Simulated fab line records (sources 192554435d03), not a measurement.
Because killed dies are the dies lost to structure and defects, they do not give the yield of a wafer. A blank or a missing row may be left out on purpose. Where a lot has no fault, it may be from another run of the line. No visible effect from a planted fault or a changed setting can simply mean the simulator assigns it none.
Lot-split experiment :: flow n5Finfet :: route with 1938 steps; 7 lots, 21 wafers read

== SPLIT DETAILS ==
At N5_GATE_CUT_DESCUM_18 (chemistry O2, time 7 s), the setting timeS was moved away from the recipe's 7 s on 8 of the 21 wafers read, by -16.4% to +21.0%. The other wafers ran this setting at the recipe's value.

No step appears in the file between the split and the reading.

== THE READING ==
CAR-EUV_of_GATE_CUT_COAT_07.thkNm (the simulator's own value, which no gauge read), in nm, at N5_GATE_CUT_ETCH_28 (etches underlayer in N2/H2, target depth 13 nm, time 10.4 s). The file does not state a usual value for it. Average 14.7 nm, standard deviation 0.092 nm, over the 13 wafers here run with the recipe.

wafer: L074.2
tool, chamber at the split: rieDiel-01, 1
timeS as run, s: 7
against the recipe: recipe
CAR-EUV_of_GATE_CUT_COAT_07.thkNm, nm: 14.6
against lot-mates on the recipe: -

wafer: L074.6
tool, chamber at the split: rieDiel-01, 2
timeS as run, s: 7
against the recipe: recipe
CAR-EUV_of_GATE_CUT_COAT_07.thkNm, nm: 14.6
against lot-mates on the recipe: -

wafer: L074.3
tool, chamber at the split: rieDiel-01, 2
timeS as run, s: 6.081
against the recipe: -13.1%
CAR-EUV_of_GATE_CUT_COAT_07.thkNm, nm: 15.2
against lot-mates on the recipe: +0.6

wafer: L075.2
tool, chamber at the split: rieDiel-02, 3,2,1
timeS as run, s: 7
against the recipe: recipe
CAR-EUV_of_GATE_CUT_COAT_07.thkNm, nm: 14.6
against lot-mates on the recipe: -

wafer: L075.3
tool, chamber at the split: rieDiel-02, 3,2,1
timeS as run, s: 7
against the recipe: recipe
CAR-EUV_of_GATE_CUT_COAT_07.thkNm, nm: 14.8
against lot-mates on the recipe: -

wafer: L075.6
tool, chamber at the split: rieDiel-02, 3,2,1
timeS as run, s: 7
against the recipe: recipe
CAR-EUV_of_GATE_CUT_COAT_07.thkNm, nm: 14.8
against lot-mates on the recipe: -

wafer: L084.1
tool, chamber at the split: rieDiel-02, 2,0
timeS as run, s: 7
against the recipe: recipe
CAR-EUV_of_GATE_CUT_COAT_07.thkNm, nm: 14.6
against lot-mates on the recipe: -

wafer: L084.6
tool, chamber at the split: rieDiel-02, 2,0
timeS as run, s: 7
against the recipe: recipe
CAR-EUV_of_GATE_CUT_COAT_07.thkNm, nm: 14.6
against lot-mates on the recipe: -

wafer: L084.5
tool, chamber at the split: rieDiel-02, 2
timeS as run, s: 8.253
against the recipe: +17.9%
CAR-EUV_of_GATE_CUT_COAT_07.thkNm, nm: 14
against lot-mates on the recipe: -0.6

wafer: L085.2
tool, chamber at the split: rieDiel-01, 3,0
timeS as run, s: 8.301
against the recipe: +18.6%
CAR-EUV_of_GATE_CUT_COAT_07.thkNm, nm: 14
against lot-mates on the recipe: -0.6

wafer: L085.4
tool, chamber at the split: rieDiel-01, 3,0
timeS as run, s: 8.301
against the recipe: +18.6%
CAR-EUV_of_GATE_CUT_COAT_07.thkNm, nm: 14
against lot-mates on the recipe: -0.6

wafer: L085.6
tool, chamber at the split: rieDiel-01, 0
timeS as run, s: 7
against the recipe: recipe
CAR-EUV_of_GATE_CUT_COAT_07.thkNm, nm: 14.6
against lot-mates on the recipe: -

wafer: L087.3
tool, chamber at the split: rieDiel-05, 2
timeS as run, s: 7
against the recipe: recipe
CAR-EUV_of_GATE_CUT_COAT_07.thkNm, nm: 14.6
against lot-mates on the recipe: -

wafer: L087.4
tool, chamber at the split: rieDiel-05, 0
timeS as run, s: 8.468
against the recipe: +21.0%
CAR-EUV_of_GATE_CUT_COAT_07.thkNm, nm: 13.8
against lot-mates on the recipe: -0.8

wafer: L087.6
tool, chamber at the split: rieDiel-05, 3
timeS as run, s: 8.468
against the recipe: +21.0%
CAR-EUV_of_GATE_CUT_COAT_07.thkNm, nm: 13.6
against lot-mates on the recipe: -1.0

wafer: L088.1
tool, chamber at the split: rieDiel-05, 2
timeS as run, s: 6.378
against the recipe: -8.9%
CAR-EUV_of_GATE_CUT_COAT_07.thkNm, nm: 15
against lot-mates on the recipe: +0.4

wafer: L088.3
tool, chamber at the split: rieDiel-05, 3,1
timeS as run, s: 7
against the recipe: recipe
CAR-EUV_of_GATE_CUT_COAT_07.thkNm, nm: 14.6
against lot-mates on the recipe: -

wafer: L088.4
tool, chamber at the split: rieDiel-05, 3,1
timeS as run, s: 7
against the recipe: recipe
CAR-EUV_of_GATE_CUT_COAT_07.thkNm, nm: 14.6
against lot-mates on the recipe: -

wafer: L090.2
tool, chamber at the split: rieDiel-05, 2
timeS as run, s: 7
against the recipe: recipe
CAR-EUV_of_GATE_CUT_COAT_07.thkNm, nm: 14.8
against lot-mates on the recipe: -

wafer: L090.5
tool, chamber at the split: rieDiel-05, 2
timeS as run, s: 7
against the recipe: recipe
CAR-EUV_of_GATE_CUT_COAT_07.thkNm, nm: 14.8
against lot-mates on the recipe: -

wafer: L090.3
tool, chamber at the split: rieDiel-05, 1
timeS as run, s: 5.849
against the recipe: -16.4%
CAR-EUV_of_GATE_CUT_COAT_07.thkNm, nm: 15.4
against lot-mates on the recipe: +0.6
The file does not say which wafer passed through which chamber wherever a row lists several chambers: such a row stands for several wafers.

THE FIT
A straight line over all 21 wafers: CAR-EUV_of_GATE_CUT_COAT_07.thkNm changes by -0.0412 nm for each +1% of timeS; r = -0.98; the points scatter about the line by 0.098 nm.
The same after taking each lot's own level away (the mean of its wafers on the recipe; 21 wafers): -0.0385 nm for each +1%; r = -0.98; scatter 0.076 nm.
The reading moves by 0.81 nm for the largest change in timeS, on that fit.
Measured against the standard deviation above, the lots' own levels, which go from 14.60 to 14.80 nm, span 2.2 times it.
Hence the lot-to-lot level has little effect on the slope; both slopes agree.
Check: for one of the wafers moved furthest among these (+21.0%), held out of the fit, the line's prediction against its lot-mates is -0.793 nm. It came out at -0.8 nm against them.

== OTHER SPLITS ON THESE WAFERS ==
Other splits were also applied to these wafers ahead of the reading. Each is held against what the fit with the lots' levels taken away leaves over:
other split on the same wafers: N5_WELL_APT_COAT_02 spinRpm
wafers away from the commonest value: 6
r with CAR-EUV_of_GATE_CUT_COAT_07.thkNm (lot level and that fit taken away): +0.42

other split on the same wafers: N5_WELL_APT_EXPOSE_05 doseMj
wafers away from the commonest value: 7
r with CAR-EUV_of_GATE_CUT_COAT_07.thkNm (lot level and that fit taken away): -0.20

other split on the same wafers: N5_DUMMY_GATE_COAT_28 spinRpm
wafers away from the commonest value: 5
r with CAR-EUV_of_GATE_CUT_COAT_07.thkNm (lot level and that fit taken away): +0.30

other split on the same wafers: N5_SD_EPI_N_ETCH_45 targetDepthA
wafers away from the commonest value: 4
r with CAR-EUV_of_GATE_CUT_COAT_07.thkNm (lot level and that fit taken away): +0.31

other split on the same wafers: N5_SD_EPI_N_EPI_21 epiGrowthTimeS
wafers away from the commonest value: 6
r with CAR-EUV_of_GATE_CUT_COAT_07.thkNm (lot level and that fit taken away): -0.17

other split on the same wafers: N5_HKMG_FIN_COAT_43 spinRpm
wafers away from the commonest value: 4
r with CAR-EUV_of_GATE_CUT_COAT_07.thkNm (lot level and that fit taken away): +0.27

other split on the same wafers: N5_HKMG_FIN_DESCUM_53 timeS
wafers away from the commonest value: 6
r with CAR-EUV_of_GATE_CUT_COAT_07.thkNm (lot level and that fit taken away): -0.23

other split on the same wafers: N5_HKMG_FIN_PWFM_ALD_03 aldCycles
wafers away from the commonest value: 10
r with CAR-EUV_of_GATE_CUT_COAT_07.thkNm (lot level and that fit taken away): -0.58

other split on the same wafers: N5_HKMG_FIN_DESCUM_17 timeS
wafers away from the commonest value: 10
r with CAR-EUV_of_GATE_CUT_COAT_07.thkNm (lot level and that fit taken away): +0.08

== THE WHOLE CHAIN: every reading that the file lists as answering this split, in the file's order ==
step: N5_GATE_CUT_DESCUM_18
what it does: chemistry O2, time 7 s
reading: CAR-EUV_of_GATE_CUT_COAT_07.thkNm (the simulator's own value, which no gauge read)
change (the file's fit): -0.0348 nm for each +1% of the setting
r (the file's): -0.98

step: N5_GATE_CUT_ETCH_28
what it does: etches underlayer in N2/H2, target depth 13 nm, time 10.4 s
reading: CAR-EUV_of_GATE_CUT_COAT_07.thkNm (the simulator's own value, which no gauge read)
change (the file's fit): -0.0381 nm for each +1% of the setting
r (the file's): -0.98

== THE FILE'S OWN FIT ==
CAR-EUV_of_GATE_CUT_COAT_07.thkNm changes by -0.0381 nm for each +1% of timeS, r = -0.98.
